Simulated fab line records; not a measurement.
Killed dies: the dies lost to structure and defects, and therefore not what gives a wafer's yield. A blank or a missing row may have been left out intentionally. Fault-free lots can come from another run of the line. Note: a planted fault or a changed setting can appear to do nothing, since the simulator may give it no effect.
Chamber matching || flow nand_harc || 4 sister chambers for NHARC_A_WL_FILL_ALD_02 on ald_metal-01
The step deposits TiN, target thk 2 nm, pulse time 3 s, ald cycles 100. 14 wafers are shown with their chamber, then 7 later ones without.

WAFERS PAIRED WITH THEIR CHAMBERS
{"wafer": "L077.1", "chamber": 2, "heater_power_w (W)": 1149, "precursor_pulse_height_rel": 0.983}
{"wafer": "L077.2", "chamber": 3, "heater_power_w (W)": 1085, "precursor_pulse_height_rel": 0.984}
{"wafer": "L077.5", "chamber": 3, "heater_power_w (W)": 1100, "precursor_pulse_height_rel": 1.050}
{"wafer": "L080.2", "chamber": 1, "heater_power_w (W)": 1096, "precursor_pulse_height_rel": 0.994}
{"wafer": "L080.3", "chamber": 3, "heater_power_w (W)": 1075, "precursor_pulse_height_rel": 0.994}
{"wafer": "L080.5", "chamber": 3, "heater_power_w (W)": 1086, "precursor_pulse_height_rel": 1.041}
{"wafer": "L081.4", "chamber": 3, "heater_power_w (W)": 1061, "precursor_pulse_height_rel": 0.986}
{"wafer": "L081.5", "chamber": 2, "heater_power_w (W)": 1161, "precursor_pulse_height_rel": 1.021}
{"wafer": "L081.6", "chamber": 3, "heater_power_w (W)": 1094, "precursor_pulse_height_rel": 1.043}
{"wafer": "L082.3", "chamber": 3, "heater_power_w (W)": 1096, "precursor_pulse_height_rel": 1.009}
{"wafer": "L082.5", "chamber": 3, "heater_power_w (W)": 1112, "precursor_pulse_height_rel": 1.001}
{"wafer": "L082.6", "chamber": 0, "heater_power_w (W)": 974, "precursor_pulse_height_rel": 0.978}
{"wafer": "L089.2", "chamber": 2, "heater_power_w (W)": 1163, "precursor_pulse_height_rel": 0.982}
{"wafer": "L089.4", "chamber": 0, "heater_power_w (W)": 968, "precursor_pulse_height_rel": 0.985}

SIGNATURES (averages over the wafers above)
{"reading": "heater_power_w", "chamber 0": 971.00, "chamber 1": 1096.00, "chamber 2": 1157.67, "chamber 3": 1088.62, "scatter within a chamber": 13.6}
{"reading": "precursor_pulse_height_rel", "chamber 0": 0.98150, "chamber 1": 0.99400, "chamber 2": 0.99533, "chamber 3": 1.01350, "scatter within a chamber": 0.0248}
Rule: for each reading, subtract the chamber's mean from the wafer's reading, divide by that reading's scatter and square the result; add these up over the readings and take the root, which gives the wafer's distance from the chamber. If the next closest chamber is less than 2 further off than the closest, the wafer can't be placed; otherwise it belongs to the closest. How the scatter is found: for the shown wafers, subtract from each reading the mean of its chamber, square and add these, divide the total by (wafers less chambers), then take the root.

WAFERS WITHOUT THEIR CHAMBER
{"wafer": "L089.5", "heater_power_w (W)": 958, "precursor_pulse_height_rel": 1.013}
{"wafer": "L088.1", "heater_power_w (W)": 971, "precursor_pulse_height_rel": 0.971}
{"wafer": "L088.2", "heater_power_w (W)": 1174, "precursor_pulse_height_rel": 0.973}
{"wafer": "L088.5", "heater_power_w (W)": 1096, "precursor_pulse_height_rel": 1.011}
{"wafer": "L091.2", "heater_power_w (W)": 952, "precursor_pulse_height_rel": 1.001}
{"wafer": "L091.3", "heater_power_w (W)": 1163, "precursor_pulse_height_rel": 0.996}
{"wafer": "L091.6", "heater_power_w (W)": 1193, "precursor_pulse_height_rel": 1.035}

WHICH CHAMBER EACH WENT THROUGH
{"wafer": "L089.5", "from the rows above": 0, "in truth": 0}
{"wafer": "L088.1", "from the rows above": 0, "in truth": 0}
{"wafer": "L088.2", "from the rows above": 2, "in truth": 2}
{"wafer": "L088.5", "from the rows above": "can't be placed: 3 or 1", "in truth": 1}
{"wafer": "L091.2", "from the rows above": 0, "in truth": 0}
{"wafer": "L091.3", "from the rows above": 2, "in truth": 2}
{"wafer": "L091.6", "from the rows above": 2, "in truth": 2}
Correct placement for 6 of the 7. Unplaceable from these rows: 1, with the true chamber sitting among the candidates in 1. Wrongly placed: 0.
